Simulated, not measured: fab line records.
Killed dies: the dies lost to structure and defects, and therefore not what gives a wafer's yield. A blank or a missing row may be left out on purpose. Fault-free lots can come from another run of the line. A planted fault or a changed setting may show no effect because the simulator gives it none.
Comparing a struck lot with a sound one    flow n5 finfet    16 steps out of a route of 1938
Sound: the wafers L158.1, L158.5, L158.6. Wafers struck: L172.1, L172.3, L172.5. The cause is given at the end.
Per side, at each step with rows, come the tool, then ch with its chambers, and then its first start. Under that, the readings that differ: sound wafers    struck wafers    difference of the means    sigmas: that difference in standard deviations of wafers without a fault.
alike: same words and numbers on both sides, and readings whose means sit less than 2 such deviations apart. not compared: any withheld reading, any reading some wafer has no value for, any bound like >300 that may hide the same value, and any number with overlapping values for which the record gives no deviation.
Wherever a step has rows on one side only, a row that says differs or no value, or a row with sigmas, the two part there. Numbers that don't overlap but have no deviation are shown without sigmas and don't part them. Lack of a reading on every wafer of one side parts them only where that side has two or more wafers.

N5_BEOL_M2_ANNEAL_95: time 240 s.
  sound on pvd sputter-01, day 7 21:43; struck on pvd sputter-01, day 11 18:44
reading               sound                 struck                difference  sigmas
susceptor temp C (C)  400.36 400.38 400.31  400.03 399.86 399.60  -0.52       -2
  alike: heater power w, susceptor_temp_C_max
N5_BEOL_M2_SPUTTER_96: material Cu, target thk 4.5 nm, time 8.29 s.
  sound on pvd sputter-01, day 7 21:52; struck on pvd sputter-01, day 11 18:53
  alike: susceptor temp C, throttle valve pct
then, 1 step without rows for these wafers: N5_BEOL_M2_ECD_50 (material Cu, target thk 300 nm).
N5_BEOL_M2_ANNEAL_51: time 90 s.
  sound on rtp anneal-02 ch 0, day 7 22:04; struck on rtp anneal-02 ch 0, day 11 19:05
reading           sound                 struck                difference  sigmas
wafer_temp_C_max  225.96 225.87 226.01  226.97 226.73 226.13  +0.66       +2
N5_BEOL_M2_CMP_52: polishes, stops on SiOC, t overpolish 6.8 s, target thk 40 nm.
  sound on cmp-03 ch 2,3, day 7 23:17; struck on cmp-02 ch 0,1,3, day 11 19:27
  alike: barrier field endpoint s, motor current A, overpolish run s, platen rpm, time to endpoint s
N5_BEOL_M2_THK_MEAS_53: measures by xrf.
  sound on film metro-01, day 7 23:33; struck on film metro-01, day 11 19:40
  alike: M2_THK
then, 3 steps without rows for these wafers: N5_BEOL_M2_PRE_CLEAN_60 (time 15 s); N5_BEOL_M2_CO_CAP_55 (material Co, precursor CCTBA/H2, target thk 2 nm, time 102.1 s); N5_BEOL_M2_PRE_CLEAN_56 (time 15 s).
N5_BEOL_M2_DEP_57: deposits SiCN from 3MS/NH3, target thk 8 nm, time 14 s.
  sound on pecvd-03 ch 0,2, day 7 23:45; struck on pecvd-03 ch 0,2, day 11 19:55
  alike: showerhead plenum p Torr, throttle valve pct
N5_BEOL_M2_RS_MEAS_58: the measuring method here is four-point-probe.
  sound on film metro-01, day 7 23:49; struck on film metro-01, day 11 19:59
  alike: M2_RS
N5_BEOL_M2_INSPECT_59: inspects for defects (darkfield).
  sound on defect inspect-01, day 7 23:50; struck on defect inspect-02, day 11 20:01
  alike: raw defect count
N5_BEOL_M3_ILD_DEP_00: deposits SiOC from DEMS/O2, target thk 79 nm, time 15.3 s.
  sound on pecvd-03 ch 0,1, day 7 23:53; struck on pecvd-01 ch 0,1,2, day 11 20:03
reading               sound                 struck                difference  sigmas
susceptor temp C (C)  350.18 349.77 349.96  358.91 359.09 359.30  +9.13       +43
  alike: heater power w, showerhead plenum p Torr, throttle valve pct
N5_BEOL_M3_THK_MEAS_01:
  sound on film metro-01, day 7 23:56; struck on film metro-02, day 11 20:07
  alike: M3_ILD_THK
N5_BEOL_M4_RC_MEAS_101:
  sound on prober-01 ch 0, day 9 03:53; struck on prober-02 ch 0, day 12 20:23
  alike: DIBL_N, DIBL_P, IOFF_N, IOFF_P, ION_N, ION_P, SS_N, SS_P, VT_N, VT_P
then, 1 step without rows for these wafers: N5_PASSIVATION_PROBE_49.

WHERE THEY PART
First at N5_BEOL_M2_ANNEAL_95; last, within this record, at N5_BEOL_M3_ILD_DEP_00. Later steps at which nothing parts them and some readings are alike: N5_BEOL_M3_THK_MEAS_01, N5_BEOL_M4_RC_MEAS_101.

WHY: what had been put in by the simulator
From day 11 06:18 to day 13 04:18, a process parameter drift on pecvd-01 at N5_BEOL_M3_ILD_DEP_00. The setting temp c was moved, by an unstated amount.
